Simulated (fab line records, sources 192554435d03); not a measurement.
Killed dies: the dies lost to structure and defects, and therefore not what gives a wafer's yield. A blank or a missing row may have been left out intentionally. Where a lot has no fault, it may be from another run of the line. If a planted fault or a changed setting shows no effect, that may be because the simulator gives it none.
Chamber matching + flow n5 finfet + 4 sister chambers for N5_SDB_DESCUM_16 on rie diel-01
The step chemistry O2, time 7.9 s. 8 wafers are shown with their chamber, then 7 later ones without.

## WAFERS, EACH WITH ITS CHAMBER
| wafer  | chamber | showerhead plenum p Torr (Torr) | throttle valve pct (%) |
|--------|---------|---------------------------------|------------------------|
| L079.4 | 1       | 2.03                            | 20.62                  |
| L079.5 | 3       | 2.22                            | 20.81                  |
| L079.6 | 0       | 2.15                            | 20.61                  |
| L085.1 | 3       | 2.22                            | 20.84                  |
| L085.2 | 1       | 2.02                            | 20.65                  |
| L085.4 | 2       | 2.24                            | 20.01                  |
| L093.1 | 2       | 2.23                            | 20.03                  |
| L093.4 | 0       | 2.14                            | 20.22                  |

## WAFERS WITH NO CHAMBER GIVEN
| wafer  | showerhead plenum p Torr (Torr) | throttle valve pct (%) |
|--------|---------------------------------|------------------------|
| L093.6 | 2.02                            | 20.69                  |
| L094.1 | 2.02                            | 20.69                  |
| L094.2 | 2.21                            | 20.86                  |
| L094.3 | 2.14                            | 20.22                  |
| L096.1 | 2.23                            | 20.06                  |
| L096.3 | 2.01                            | 20.69                  |
| L096.5 | 2.23                            | 20.05                  |

## WHICH CHAMBER EACH WENT THROUGH
| wafer  | from the rows above | in truth |
|--------|---------------------|----------|
| L093.6 | 1                   | 1        |
| L094.1 | 1                   | 1        |
| L094.2 | 3                   | 3        |
| L094.3 | 0                   | 0        |
| L096.1 | 2                   | 2        |
| L096.3 | 1                   | 1        |
| L096.5 | 2                   | 2        |
7 of 7 placed correctly. From these rows, 0 cannot be placed. Number placed wrongly: 0.
How it was worked out, from the rows above alone: a wafer's distance from a chamber is the root of the sum, over the readings, of the square of ((its reading less the chamber's mean) divided by the reading's scatter). If the next closest chamber is less than 2 further off than the closest, the wafer can't be placed; otherwise it belongs to the closest. Each chamber's mean is taken over the wafers shown for it. The scatter: take each reading less its chamber's mean, square it, sum over the shown wafers, divide by the number of wafers less the number of chambers, and take the root.
